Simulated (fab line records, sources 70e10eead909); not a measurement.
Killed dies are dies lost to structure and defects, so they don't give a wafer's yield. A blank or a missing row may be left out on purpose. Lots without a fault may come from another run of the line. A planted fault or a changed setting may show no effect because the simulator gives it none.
Which tool did it? | flow nand_harc | 10 lots, 30 wafers sampled, at 6 steps of a route of 1302

WHAT THE GAUGES READ, wafer by wafer
NHARC_THIN_TSV_CD_MEAS_37. Usual: cd_nm 5001 nm, standard deviation 3.3.
lot  | measured     | on        | cd_nm (nm)     | flag
L553 | day 25 19:41 | cd_sem-02 | 5004 5007 5008 |
L551 | day 26 01:04 | cd_sem-02 | 5003 4993 4998 |
L555 | day 27 09:17 | cd_sem-01 | 5002 5005 4997 |
L554 | day 27 10:14 | cd_sem-02 | 5001 5002 5000 |
L559 | day 30 02:48 | cd_sem-02 | 5004 4999 4999 |
L561 | day 30 05:26 | cd_sem-03 | 5002 5004 4998 |
L564 | day 31 10:20 | cd_sem-02 | 5003 4995 5002 |
L569 | day 32 19:17 | cd_sem-03 | 5002 5001 5000 |
L568 | day 32 20:31 | cd_sem-03 | 4998 5007 5003 |
L570 | day 34 21:26 | cd_sem-03 | 5003 4998 4998 |

NHARC_END_WLT_00. Usual: VT_DECK1_BOTTOM 0.874, standard deviation 0.0072; VT_DECK1_BOTTOM_INNER 0.874, standard deviation 0.0074; VT_DECK1_MEDIAN_NEAR_BOTTOM 0.874, standard deviation 0.0069; VT_DECK1_MEDIAN_NEAR_BOTTOM_INNER 0.875, standard deviation 0.0079; VT_DECK1_MIDDLE 0.887, standard deviation 0.0062; VT_DECK1_MIDDLE_INNER 0.886, standard deviation 0.0069; VT_DECK1_TOP 0.897, standard deviation 0.0069; VT_DECK1_TOP_INNER 0.897, standard deviation 0.0074; VT_DECK2_BOTTOM 0.871, standard deviation 0.0096; VT_DECK2_BOTTOM_INNER 0.871, standard deviation 0.0095; VT_DECK2_MEDIAN_NEAR_BOTTOM 0.872, standard deviation 0.0097; VT_DECK2_MEDIAN_NEAR_BOTTOM_INNER 0.872, standard deviation 0.0095; VT_DECK2_MIDDLE 0.885, standard deviation 0.0086; VT_DECK2_MIDDLE_INNER 0.883, standard deviation 0.0082; VT_DECK2_TOP 0.895, standard deviation 0.008; VT_DECK2_TOP_INNER 0.895, standard deviation 0.0083.
lot  | measured     | on        | VT_DECK1_BOTTOM                     | VT_DECK1_BOTTOM_INNER               | VT_DECK1_MEDIAN_NEAR_BOTTOM         | VT_DECK1_MEDIAN_NEAR_BOTTOM_INNER   | VT_DECK1_MIDDLE                     | VT_DECK1_MIDDLE_INNER               | VT_DECK1_TOP                        | VT_DECK1_TOP_INNER                  | VT_DECK2_BOTTOM                     | VT_DECK2_BOTTOM_INNER               | VT_DECK2_MEDIAN_NEAR_BOTTOM         | VT_DECK2_MEDIAN_NEAR_BOTTOM_INNER   | VT_DECK2_MIDDLE                     | VT_DECK2_MIDDLE_INNER               | VT_DECK2_TOP                        | VT_DECK2_TOP_INNER                  | flag
L553 | day 26 00:45 | prober-01 | 0.883 0.877 0.875                   | 0.883 0.882 0.877                   | 0.883 0.881 0.872                   | 0.886 0.875 0.887                   | 0.883 0.887 0.889                   | 0.892 0.896 0.888                   | 0.903 0.904 0.894                   | 0.904 0.896 0.897                   | 0.861 0.870 0.878                   | 0.865 0.872 0.869                   | 0.864 0.879 0.874                   | 0.863 0.874 0.861                   | 0.877 0.883 0.887                   | 0.881 0.886 0.880                   | 0.893 0.900 0.888                   | 0.885 0.899 0.904                   |
L551 | day 26 08:35 | prober-01 | 0.885 0.876 0.866                   | 0.884 0.880 0.871                   | 0.877 0.879 0.875                   | 0.888 0.872 0.873                   | 0.887 0.894 0.883                   | 0.893 0.901 0.887                   | 0.902 0.913 0.899                   | 0.906 0.909 0.901                   | 0.870 0.863 0.866                   | 0.878 0.868 0.863                   | 0.877 0.862 0.865                   | 0.872 0.865 0.861                   | 0.895 0.875 0.879                   | 0.877 0.880 0.871                   | 0.890 0.900 0.887                   | 0.900 0.893 0.891                   |
L555 | day 27 14:01 | prober-02 | 0.865 0.862 0.866                   | 0.865 0.860 0.864                   | 0.867 0.861 0.867                   | 0.874 0.860 0.869                   | 0.882 0.869 0.883                   | 0.876 0.877 0.877                   | 0.893 0.882 0.891                   | 0.886 0.885 0.882                   | 0.866 0.866 0.871                   | 0.865 0.868 0.876                   | 0.861 0.868 0.871                   | 0.865 0.864 0.876                   | 0.875 0.879 0.881                   | 0.874 0.876 0.885                   | 0.889 0.894 0.891                   | 0.892 0.883 0.891                   |
L554 | day 27 15:01 | prober-01 | 0.866 0.867 0.864                   | 0.859 0.865 0.869                   | 0.878 0.864 0.872                   | 0.865 0.866 0.874                   | 0.877 0.882 0.883                   | 0.876 0.876 0.875                   | 0.887 0.896 0.883                   | 0.891 0.890 0.890                   | 0.870 0.865 0.879                   | 0.876 0.864 0.877                   | 0.875 0.862 0.870                   | 0.869 0.862 0.872                   | 0.888 0.881 0.888                   | 0.878 0.883 0.883                   | 0.895 0.895 0.890                   | 0.891 0.888 0.895                   |
L559 | day 30 15:19 | prober-01 | 0.877 0.887 0.883                   | 0.882 0.885 0.885                   | 0.874 0.882 0.879                   | 0.875 0.891 0.876                   | 0.893 0.897 0.896                   | 0.894 0.892 0.891                   | 0.898 0.911 0.911                   | 0.910 0.906 0.910                   | 0.885 0.883 0.866                   | 0.887 0.885 0.882                   | 0.894 0.887 0.879                   | 0.887 0.874 0.880                   | 0.895 0.906 0.895                   | 0.894 0.890 0.895                   | 0.907 0.905 0.914                   | 0.905 0.913 0.903                   |
L561 | day 30 10:31 | prober-01 | 0.866 0.878 0.864 0.866 0.872 0.874 | 0.867 0.876 0.863 0.861 0.866 0.868 | 0.872 0.871 0.867 0.875 0.871 0.864 | 0.867 0.872 0.870 0.870 0.876 0.870 | 0.893 0.891 0.881 0.877 0.889 0.876 | 0.892 0.892 0.894 0.880 0.882 0.888 | 0.901 0.905 0.895 0.896 0.895 0.898 | 0.901 0.910 0.894 0.895 0.894 0.892 | 0.889 0.883 0.884 0.883 0.884 0.876 | 0.890 0.881 0.870 0.887 0.879 0.870 | 0.899 0.887 0.869 0.884 0.877 0.879 | 0.896 0.883 0.875 0.891 0.883 0.872 | 0.900 0.895 0.898 0.908 0.895 0.893 | 0.900 0.898 0.889 0.902 0.897 0.894 | 0.908 0.899 0.904 0.912 0.901 0.908 | 0.909 0.910 0.910 0.907 0.908 0.907 |
L564 | day 31 14:38 | prober-02 | 0.879 0.885 0.884                   | 0.872 0.886 0.877                   | 0.884 0.880 0.877                   | 0.874 0.886 0.885                   | 0.891 0.898 0.897                   | 0.896 0.892 0.896                   | 0.902 0.897 0.910                   | 0.909 0.905 0.910                   | 0.852 0.850 0.855                   | 0.853 0.840 0.849                   | 0.851 0.855 0.846                   | 0.848 0.854 0.855                   | 0.866 0.866 0.868                   | 0.869 0.863 0.868                   | 0.888 0.880 0.885                   | 0.872 0.884 0.882                   |
L569 | day 33 00:02 | prober-01 | 0.875 0.871 0.870                   | 0.867 0.863 0.862                   | 0.872 0.872 0.867                   | 0.870 0.869 0.870                   | 0.884 0.886 0.887                   | 0.890 0.884 0.893                   | 0.902 0.896 0.893                   | 0.897 0.897 0.891                   | 0.864 0.864 0.869                   | 0.870 0.869 0.864                   | 0.870 0.869 0.868                   | 0.866 0.869 0.872                   | 0.879 0.879 0.884                   | 0.878 0.885 0.873                   | 0.887 0.900 0.886                   | 0.889 0.891 0.886                   |
L568 | day 33 02:44 | prober-02 | 0.872 0.875 0.865                   | 0.878 0.870 0.868                   | 0.868 0.876 0.872                   | 0.870 0.881 0.881                   | 0.882 0.885 0.888                   | 0.879 0.884 0.876                   | 0.890 0.893 0.893                   | 0.898 0.897 0.898                   | 0.881 0.870 0.880                   | 0.875 0.861 0.875                   | 0.886 0.870 0.878                   | 0.879 0.865 0.881                   | 0.890 0.882 0.891                   | 0.890 0.876 0.884                   | 0.896 0.896 0.893                   | 0.891 0.896 0.898                   |
L570 | day 35 02:52 | prober-02 | 0.870 0.878 0.869                   | 0.874 0.873 0.868                   | 0.867 0.867 0.865                   | 0.869 0.881 0.866                   | 0.873 0.878 0.883                   | 0.879 0.883 0.886                   | 0.897 0.898 0.890                   | 0.895 0.903 0.890                   | 0.872 0.866 0.873                   | 0.863 0.863 0.872                   | 0.862 0.871 0.880                   | 0.866 0.866 0.876                   | 0.886 0.869 0.881                   | 0.884 0.884 0.883                   | 0.896 0.893 0.894                   | 0.896 0.890 0.888                   |

NHARC_END_SORT_01. Usual: defect_limited_yield 90.9 %, standard deviation 2.4; killed_at_array 56, standard deviation 17; killed_at_other 1.2, standard deviation 1.4; killed_at_periphery 4, standard deviation 3.2; killed_dies 61, standard deviation 16; killed_open 3.6, standard deviation 2.1; killed_short 2.7, standard deviation 1.8.
lot  | measured     | on        | defect_limited_yield (%) | killed_at_array | killed_at_other | killed_at_periphery | killed_dies | killed_open | killed_short | flag
L553 | day 26 04:04 | prober-01 | 88.3 89.1 90.8           | 71 71 57        | 2 0 2           | 6 3 3               | 79 74 62    | 2 1 2       | 5 2 3        |
L551 | day 26 11:51 | prober-01 | 90.5 89.1 88.8           | 60 71 74        | 0 0 0           | 4 3 2               | 64 74 76    | 3 6 4       | 2 1 5        |
L555 | day 27 17:02 | prober-02 | 89.4 85.8 88.6           | 65 80 75        | 0 2 0           | 7 14 2              | 72 96 77    | 1 7 3       | 2 3 2        |
L554 | day 27 18:38 | prober-01 | 92.2 92.2 92.3           | 52 46 45        | 0 1 0           | 1 6 7               | 53 53 52    | 5 8 6       | 4 3 4        |
L559 | day 30 18:24 | prober-02 | 83.3 80.2 85.8           | 31 43 56        | 77 88 37        | 5 3 3               | 113 134 96  | 3 3 6       | 6 2 3        | OFF
L561 | day 31 02:19 | prober-02 | 79.6 77.1 78.4           | 46 59 59        | 89 91 85        | 3 5 2               | 138 155 146 | 2 6 4       | 1 4 2        | OFF
L564 | day 31 17:58 | prober-02 | 92.2 93.4 89.5           | 51 43 67        | 0 0 0           | 2 2 4               | 53 45 71    | 3 1 4       | 6 2 6        |
L569 | day 33 03:02 | prober-01 | 87.7 90.4 90.5           | 69 55 55        | 3 2 1           | 11 8 8              | 83 65 64    | 12 2 2      | 4 4 3        |
L568 | day 33 06:17 | prober-02 | 90.0 93.8 91.6           | 56 36 45        | 3 2 6           | 9 4 6               | 68 42 57    | 7 3 4       | 3 2 4        |
L570 | day 35 05:52 | prober-02 | 90.0 92.6 89.4           | 46 40 60        | 6 1 2           | 16 9 10             | 68 50 72    | 3 3 4       | 2 2 3        |

WHICH TOOL RAN EACH LOT (tool, then ch and the chambers of the sampled wafers, then the start)
lot  | NHARC_THIN_TSV_STRIP_62              | NHARC_THIN_TSV_PVD_19        | NHARC_THIN_TSV_STRIP_56
L553 | plasma_asher-01 ch 0,1, day 25 14:58 | pvd_sputter-02, day 25 15:17 | plasma_asher-01 ch 0,1, day 25 18:56
L551 | plasma_asher-02 ch 0,1, day 25 20:28 | pvd_sputter-02, day 25 20:46 | plasma_asher-01 ch 0,1, day 26 00:17
L555 | plasma_asher-01 ch 0,1, day 27 04:34 | pvd_sputter-02, day 27 04:52 | plasma_asher-02 ch 0,1, day 27 08:33
L554 | plasma_asher-02 ch 0,1, day 27 05:32 | pvd_sputter-03, day 27 05:50 | plasma_asher-01 ch 0,1, day 27 09:35
L559 | plasma_asher-01 ch 0,1, day 29 22:11 | pvd_sputter-02, day 29 22:29 | plasma_asher-02 ch 0,1, day 30 02:03
L561 | plasma_asher-02 ch 0,1, day 30 00:43 | pvd_sputter-02, day 30 01:01 | plasma_asher-02 ch 0,1, day 30 04:38
L564 | plasma_asher-01 ch 0,1, day 31 05:35 | pvd_sputter-01, day 31 05:56 | plasma_asher-01 ch 0,1, day 31 09:32
L569 | plasma_asher-01 ch 0,1, day 32 14:22 | pvd_sputter-03, day 32 14:41 | plasma_asher-01 ch 0,1, day 32 18:29
L568 | plasma_asher-02 ch 0,1, day 32 15:33 | pvd_sputter-01, day 32 15:52 | plasma_asher-01 ch 0,1, day 32 19:49
L570 | plasma_asher-01 ch 0,1, day 34 16:41 | pvd_sputter-01, day 34 17:01 | plasma_asher-01 ch 0,1, day 34 20:38
- NHARC_THIN_TSV_STRIP_62: strips in N2/H2, time 20 s.
- NHARC_THIN_TSV_PVD_19: deposits TaN, target thk 20 nm.
- NHARC_THIN_TSV_STRIP_56: strips in O2.

WHAT THE TOOLS THEMSELVES READ (means of the sampled wafers that have a number; where no wafer has one, the mark that the record gives instead)
NHARC_THIN_TSV_STRIP_62. Usual: drypump_motor_current_A 5.9 A, standard deviation 0.48; heater_power_w 361 W, standard deviation 36; temp_c 250.02 C, standard deviation 0.18.
lot  | tool            | drypump_motor_current_A (A) | heater_power_w (W) | temp_c (C) | flag
L553 | plasma_asher-01 | 6.1                         | 319                | 249.94     |
L551 | plasma_asher-02 | 5.6                         | 396                | 249.94     |
L555 | plasma_asher-01 | 6.4                         | 316                | 250.05     |
L554 | plasma_asher-02 | 5.6                         | 401                | 249.95     |
L559 | plasma_asher-01 | 6.1                         | 318                | 250.13     |
L561 | plasma_asher-02 | 5.6                         | 400                | 250.26     |
L564 | plasma_asher-01 | 6.3                         | 331                | 249.80     |
L569 | plasma_asher-01 | 6.1                         | 330                | 250.30     |
L568 | plasma_asher-02 | 5.5                         | 396                | 250.04     |
L570 | plasma_asher-01 | 6.1                         | 338                | 250.00     |

NHARC_THIN_TSV_PVD_19. Usual: throttle_valve_pct 29.9 %, standard deviation 0.87.
lot  | tool           | throttle_valve_pct (%) | flag
L553 | pvd_sputter-02 | 30.3                   |
L551 | pvd_sputter-02 | 30.4                   |
L555 | pvd_sputter-02 | 31.3                   |
L554 | pvd_sputter-03 | 30.0                   |
L559 | pvd_sputter-02 | 30.4                   |
L561 | pvd_sputter-02 | 30.2                   |
L564 | pvd_sputter-01 | 29.8                   |
L569 | pvd_sputter-03 | 30.6                   |
L568 | pvd_sputter-01 | 29.5                   |
L570 | pvd_sputter-01 | 29.8                   |

NHARC_THIN_TSV_STRIP_56. Usual: drypump_motor_current_A 5.9 A, standard deviation 0.48; heater_power_w 356 W, standard deviation 36; temp_c 250.01 C, standard deviation 0.2.
lot  | tool            | drypump_motor_current_A (A) | heater_power_w (W) | temp_c (C) | flag
L553 | plasma_asher-01 | 6.1                         | 319                | 250.12     |
L551 | plasma_asher-01 | 6.1                         | 319                | 250.06     |
L555 | plasma_asher-02 | 5.6                         | 393                | 249.95     |
L554 | plasma_asher-01 | 6.4                         | 319                | 249.95     |
L559 | plasma_asher-02 | 5.6                         | 397                | 249.92     |
L561 | plasma_asher-02 | 5.6                         | 398                | 250.00     |
L564 | plasma_asher-01 | 6.4                         | 325                | 250.07     |
L569 | plasma_asher-01 | 6.4                         | 333                | 250.06     |
L568 | plasma_asher-01 | 6.1                         | 332                | 249.82     |
L570 | plasma_asher-01 | 6.1                         | 336                | 250.06     |

THE ANSWER, worked out from the rows above alone
Rule: a lot is off if the mean of its wafers that have a number lies more than 3 standard deviations from the usual mean. A lot without any number at a reading at which 4 lots or more have one is off too. The other lots that the step has rows for count as sound. The gauges are gone through in route order, then the tools' own readings, and for those a lot's mean is taken as printed above. The first step at which some lot is off is used, and at that step the reading that is off furthest; a lot without a number counts as furthest.
Off: L559, L561, at NHARC_END_SORT_01 (killed_at_other).
A tool fits if, at a process step before that reading, it ran every lot that is off, and no sound lot after the first of them. The gauges at NHARC_END_SORT_01 are tried like those tools. Can't be told from this: 2 tools fit, pvd_sputter-02 at NHARC_THIN_TSV_PVD_19, plasma_asher-02 at NHARC_THIN_TSV_STRIP_56.

WHAT THE SIMULATOR HAD PUT IN
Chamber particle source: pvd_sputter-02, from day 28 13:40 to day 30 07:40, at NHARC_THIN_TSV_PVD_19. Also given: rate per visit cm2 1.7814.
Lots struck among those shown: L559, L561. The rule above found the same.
